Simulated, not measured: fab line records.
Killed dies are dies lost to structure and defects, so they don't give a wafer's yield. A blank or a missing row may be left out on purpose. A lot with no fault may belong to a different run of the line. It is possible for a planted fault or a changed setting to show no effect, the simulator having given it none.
Chamber matching | flow n5_finfet | N5_BEOL_M14_DESCUM_15 on rie_diel-04: 4 sister chambers
The step chemistry O2, time 7.9 s. 16 wafers are shown with their chamber, then 8 later ones without.

== WAFERS, EACH WITH ITS CHAMBER ==
wafer  | chamber | showerhead_plenum_p_Torr (Torr) | drypump_motor_current_A (A) | throttle_valve_pct (%)
L076.1 | 2       | 2.04                            | 6.4                         | 20.59
L076.2 | 0       | 2.17                            | 6.6                         | 20.30
L076.4 | 3       | 2.01                            | 6.1                         | 20.19
L077.2 | 3       | 2.00                            | 6.0                         | 20.20
L077.3 | 0       | 2.17                            | 6.5                         | 20.30
L077.5 | 0       | 2.17                            | 6.6                         | 20.30
L078.2 | 3       | 2.00                            | 6.1                         | 20.19
L078.3 | 0       | 2.16                            | 6.6                         | 20.32
L078.6 | 1       | 2.16                            | 6.1                         | 20.01
L080.4 | 1       | 2.15                            | 6.1                         | 20.02
L080.5 | 0       | 2.16                            | 6.6                         | 20.33
L080.6 | 3       | 2.00                            | 6.1                         | 20.21
L081.3 | 1       | 2.15                            | 6.1                         | 20.02
L081.4 | 3       | 2.00                            | 6.1                         | 20.21
L081.5 | 1       | 2.15                            | 6.1                         | 20.01
L088.1 | 0       | 2.16                            | 6.6                         | 20.03

SIGNATURES, as means of the wafers listed above
reading                  | chamber 0 | chamber 1 | chamber 2 | chamber 3 | scatter within a chamber
showerhead_plenum_p_Torr | 2.1650    | 2.1525    | 2.0400    | 2.0020    | 0.00504
drypump_motor_current_A  | 6.583     | 6.100     | 6.400     | 6.080     | 0.0369
throttle_valve_pct       | 20.2633   | 20.0150   | 20.5900   | 20.2000   | 0.0745
Rule: for each reading, subtract the chamber's mean from the wafer's reading, divide by that reading's scatter and square the result; add these up over the readings and take the root, which gives the wafer's distance from the chamber. If the next closest chamber is less than 2 further off than the closest, the wafer can't be placed; otherwise it belongs to the closest. The scatter: the root of (the sum of the squares of (reading less its chamber's mean) over the shown wafers, divided by (wafers less chambers)).

== WAFERS WHOSE CHAMBER IS MISSING ==
wafer  | showerhead_plenum_p_Torr (Torr) | drypump_motor_current_A (A) | throttle_valve_pct (%)
L088.4 | 2.15                            | 6.1                         | 20.03
L088.5 | 1.99                            | 6.1                         | 20.23
L091.1 | 2.02                            | 6.4                         | 20.26
L091.4 | 2.15                            | 6.1                         | 20.05
L091.5 | 2.15                            | 6.1                         | 20.04
L095.3 | 2.14                            | 6.1                         | 20.07
L095.5 | 2.14                            | 6.1                         | 20.05
L095.6 | 2.15                            | 6.5                         | 20.05

== CHAMBER TAKEN BY EACH ==
wafer  | from the rows above | in truth
L088.4 | 1                   | 1
L088.5 | 3                   | 3
L091.1 | 2                   | 2
L091.4 | 1                   | 1
L091.5 | 1                   | 1
L095.3 | 1                   | 1
L095.5 | 1                   | 1
L095.6 | 0                   | 0
Placed correctly: 8 of 8. Can't be placed from these rows: 0. 0 placed wrongly.
